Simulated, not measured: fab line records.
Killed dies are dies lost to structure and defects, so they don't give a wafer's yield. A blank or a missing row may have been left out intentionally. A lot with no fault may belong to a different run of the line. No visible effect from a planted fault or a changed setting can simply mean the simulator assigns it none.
3 desks looking at one fault | flow nand harc | every desk sees just its own numbers, and what lay behind them comes last

## METROLOGY DESK
What the gauges read for every lot (on any tool): the sampled wafers with a number, averaged. Any lot whose mean is over 4 standard deviations away from the usual mean is out of limits and marked OUT; that distance is given in the brackets.
Columns: A = cd nm at NHARC_P_ZERO_WELL_CD_MEAS_37, usual 721.4 nm
lot  | first seen here | A
L309 | day 1 16:20     | 722.7
L313 | day 2 16:15     | 723.6
L314 | day 2 22:02     | 722.7
L323 | day 5 04:07     | 720.0
L326 | day 5 22:00     | 721.1
L327 | day 6 04:06     | 722.9
L328 | day 6 10:20     | 721.2
L329 | day 6 16:14     | 720.5
L330 | day 6 22:07     | 721.3
L331 | day 7 04:06     | 721.7
L332 | day 7 09:58     | 718.6
Result from this desk: across the 11 lots, nothing is out of limits.

## THE DEFECT DESK
Counts from the inspections along the route, per lot, as means over the sampled wafers that have a number. Any lot whose mean is over 4 standard deviations away from the usual mean is out of limits and marked OUT; that distance is given in the brackets.
Columns: A = raw defect count at NHARC_P_ZERO_WELL_INSPECT_43, usual 14; B = raw defect count at NHARC_P_STI_INSPECT_11, usual 5.3
lot  | first seen here | A            | B
L309 | day 1 19:40     | 15           | 6.7
L313 | day 2 19:47     | 95 (+14) OUT | 87.3 (+29) OUT
L314 | day 3 01:31     | 95 (+14) OUT | 89.3 (+30) OUT
L323 | day 5 07:36     | 10           | 4.0
L326 | day 6 01:19     | 20           | 4.7
L327 | day 6 07:26     | 24           | 4.3
L328 | day 6 13:53     | 14           | 6.3
L329 | day 6 19:41     | 7            | 5.7
L330 | day 7 01:27     | 18           | 5.0
L331 | day 7 07:35     | 9            | 5.7
L332 | day 7 13:19     | 23           | 7.0
Finding of this desk: L313, L314 out of limits; the first was L313 at day 2 19:47, on raw defect count at NHARC_P_ZERO_WELL_INSPECT_43. In limits: L309, L323, L326, L327, L328, L329, L330, L331, L332.

## FOR THE TOOL OWNER'S DESK: rie si-04
The tool's own readings at NHARC_P_ZERO_WELL_ETCH_63 (etches the open film in HBr/Cl2, target depth 120 nm, time 40.1 s): means of the sampled wafers that have a number, for each lot that ran on this tool. Any lot whose mean is over 4 standard deviations away from the usual mean is out of limits and marked OUT; that distance is given in the brackets.
Columns: A = bias w at NHARC_P_ZERO_WELL_ETCH_63, usual 100.00 W; B = drypump motor current A at NHARC_P_ZERO_WELL_ETCH_63, usual 6.0 A; C = oes product au at NHARC_P_ZERO_WELL_ETCH_63, usual 1.000 a.u.; D = throttle valve pct at NHARC_P_ZERO_WELL_ETCH_63, usual 26.404 %
lot  | first seen here | A      | B   | C     | D
L313 | day 2 13:40     | 99.83  | 5.8 | 0.987 | 26.404
L314 | day 2 19:40     | 99.70  | 5.8 | 0.987 | 26.409
L329 | day 6 13:47     | 99.72  | 5.8 | 0.993 | 26.408
L330 | day 6 19:33     | 100.07 | 5.9 | 1.003 | 26.402
Result from this desk: across the 4 lots, nothing is out of limits.

## TAKEN TOGETHER
The defect desk could have raised an alarm at day 2 19:47, on L313, L314.
At the metrology desk, nothing out of limits was observed.
The desk of the tool owner found nothing out of limits.
The metrology desk has L313, L314 on record, within its limits.
Tool owner's desk: L313, L314 on record, inside its limits.
The lots listed all ran NHARC_P_ZERO_WELL_ETCH_63 on rie si-04.

## WHAT THE SIMULATOR HAD PUT IN
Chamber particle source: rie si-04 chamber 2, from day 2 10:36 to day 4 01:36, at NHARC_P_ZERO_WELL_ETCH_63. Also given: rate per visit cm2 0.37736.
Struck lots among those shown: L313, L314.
Hours from the fault's start to each desk's first reading out of limits: the defect desk, 9.
